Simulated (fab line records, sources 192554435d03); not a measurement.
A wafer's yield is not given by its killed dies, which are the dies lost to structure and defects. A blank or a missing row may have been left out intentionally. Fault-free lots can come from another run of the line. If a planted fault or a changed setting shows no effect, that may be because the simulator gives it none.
Comparing a struck lot with a sound one -- flow n5_finfet -- 16 steps out of a route of 1938
Sound: wafers L367.2, L367.3, L367.4. Struck: wafer L365.4; the same lot's L365.1 was not struck, so it is left out; see the end for the cause.
Each step with rows lists, per side, the tool, then ch with its chambers, then its first start. Under that, the readings that differ: sound wafers -- struck wafers -- difference of the means -- sigmas: that difference in standard deviations of wafers without a fault.
alike: readings with means less than 2 such deviations apart, plus words and numbers identical on both sides. not compared: withheld readings, readings lacking a value on some wafer, bounds such as >300 that could conceal the same value, and numbers that have no deviation in the record and whose values overlap.
A row with sigmas, a row that says differs or no value, or rows on one side alone: a step with any of these is where the two part. Non-overlapping numbers with no deviation appear without sigmas and do not part them. A reading missing from all wafers of one side parts the sides only when that side holds two or more wafers.

first, 2 steps without rows for these wafers: N5_BEOL_M2_SPUTTER_90 (material Cu, target thk 4.5 nm, time 8.29 s); N5_BEOL_M2_ANNEAL_91 (time 240 s).
N5_BEOL_M2_SPUTTER_92: material Cu, target thk 4.5 nm, time 8.29 s.
  sound: pvd_sputter-02 at day 10 11:03; struck: pvd_sputter-01 at day 10 06:17
reading,sound,struck,difference,sigmas
throttle_valve_pct (%),29.6 29.3 29.0,31.6,+2.3,+3
  alike: chamber_pressure_pa
then, 1 step without rows for these wafers: N5_BEOL_M2_ANNEAL_93 (time 240 s).
N5_BEOL_M2_SPUTTER_94: material Cu, target thk 4.5 nm, time 8.29 s.
  sound: pvd_sputter-02 at day 10 11:16; struck: pvd_sputter-01 at day 10 06:31
reading,sound,struck,difference,sigmas
throttle_valve_pct (%),29.0 29.3 29.0,31.7,+2.6,+3
  alike: chamber_pressure_pa
then, 1 step without rows for these wafers: N5_BEOL_M2_ANNEAL_95 (time 240 s).
N5_BEOL_M2_SPUTTER_96: material Cu, target thk 4.5 nm, time 8.29 s.
  sound: pvd_sputter-02 at day 10 11:29; struck: pvd_sputter-01 at day 10 06:44
reading,sound,struck,difference,sigmas
throttle_valve_pct (%),29.4 29.2 29.0,31.7,+2.5,+3
  alike: chamber_pressure_pa
then, 2 steps without rows for these wafers: N5_BEOL_M2_ECD_50 (material Cu, target thk 300 nm); N5_BEOL_M2_ANNEAL_51 (time 90 s).
N5_BEOL_M2_CMP_52: polishes, stops on SiOC, t overpolish 6.8 s, target thk 40 nm.
  sound on cmp-01 ch 0,1,3, day 10 13:43; struck on cmp-02 ch 3, day 10 07:19
  alike: barrier_field_endpoint_s, edge_zone_pressure_frac, motor_current_A, overpolish_run_s, time_to_endpoint_s
N5_BEOL_M2_THK_MEAS_53: measures by xrf.
  sound: film_metro-01 at day 10 14:01; struck: film_metro-02 at day 10 07:34
  alike: M2_THK
N5_BEOL_M2_PRE_CLEAN_60: time 15 s.
  sound on cvd_co-01 ch 0,1,2, day 10 14:17; struck on cvd_co-02 ch 2, day 10 07:51
  alike: heater_power_w
  not compared: since_wet_clean_h
N5_BEOL_M2_CO_CAP_55: material Co, precursor CCTBA/H2, target thk 2 nm, time 102.1 s.
  sound on cvd_co-01 ch 0,1,2, day 10 14:19; struck on cvd_co-02 ch 2, day 10 07:53
reading,sound,struck,difference,sigmas
run_length_s (s),125.5 124.2 126.0,170.0,+44.8,+75
model.Co_of_BEOL_M2_CO_CAP_55.thk_nm (nm),2 2 2,3,+1,
  alike: heater_power_w
  not compared: since_wet_clean_h
then, 1 step without rows for these wafers: N5_BEOL_M2_PRE_CLEAN_56 (time 15 s).
N5_BEOL_M4_RC_MEAS_101:
  sound on prober-01 ch 0, day 11 15:42; struck on prober-01 ch 0, day 11 06:03
  alike: DIBL_N, DIBL_P, IOFF_N, IOFF_P, ION_N, ION_P, SS_N, SS_P, VT_N, VT_P
then, 1 step without rows for these wafers: N5_PASSIVATION_PROBE_49.

## WHERE THEY PART
At N5_BEOL_M2_SPUTTER_92 first; at N5_BEOL_M2_CO_CAP_55 last (within this record only). Later steps at which nothing parts them and some readings are alike: N5_BEOL_M4_RC_MEAS_101.

WHY: whatever the simulator had introduced
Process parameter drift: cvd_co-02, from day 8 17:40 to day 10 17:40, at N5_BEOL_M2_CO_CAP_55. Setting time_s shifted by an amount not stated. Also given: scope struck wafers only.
